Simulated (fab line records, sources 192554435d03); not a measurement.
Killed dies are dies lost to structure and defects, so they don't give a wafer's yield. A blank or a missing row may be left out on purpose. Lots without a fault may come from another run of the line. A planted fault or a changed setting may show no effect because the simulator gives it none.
Chamber matching | flow n5_finfet | N5_BEOL_M13_VIA_ETCH_16 on rie_diel-02: 4 sister chambers
The step etches SiOC in C4F8/O2/Ar, target depth 921.7 nm. 4 wafers are shown with their chamber, then 7 later ones without.

WAFERS WITH THEIR CHAMBER
wafer  | chamber | showerhead_plenum_p_Torr (Torr)
L088.2 | 0       | 3.50
L088.5 | 1       | 3.28
L089.1 | 3       | 3.43
L089.4 | 2       | 3.41

WAFERS WITHOUT THEIR CHAMBER
wafer  | showerhead_plenum_p_Torr (Torr)
L089.6 | 3.27
L090.1 | 3.41
L090.2 | 3.27
L090.3 | 3.43
L097.1 | 3.27
L097.3 | 3.49
L097.5 | 3.43

WHICH CHAMBER EACH WENT THROUGH
wafer  | from the rows above | in truth
L089.6 | 1                   | 1
L090.1 | 2                   | 2
L090.2 | 1                   | 1
L090.3 | 3                   | 3
L097.1 | 1                   | 1
L097.3 | 0                   | 0
L097.5 | 3                   | 3
Placed correctly: 7 of 7. Can't be placed from these rows: 0. Placed wrongly: 0.
How it was worked out, from the rows above alone: a wafer's distance from a chamber is the root of the sum, over the readings, of the square of ((its reading less the chamber's mean) divided by the reading's scatter). The wafer belongs to the nearest chamber; if the next one is less than 2 further off, it can't be placed. A chamber's mean is the mean of its shown wafers. The scatter: with one shown wafer a chamber, the root of the mean of the squares of how far each hidden wafer lies from its nearest shown one.
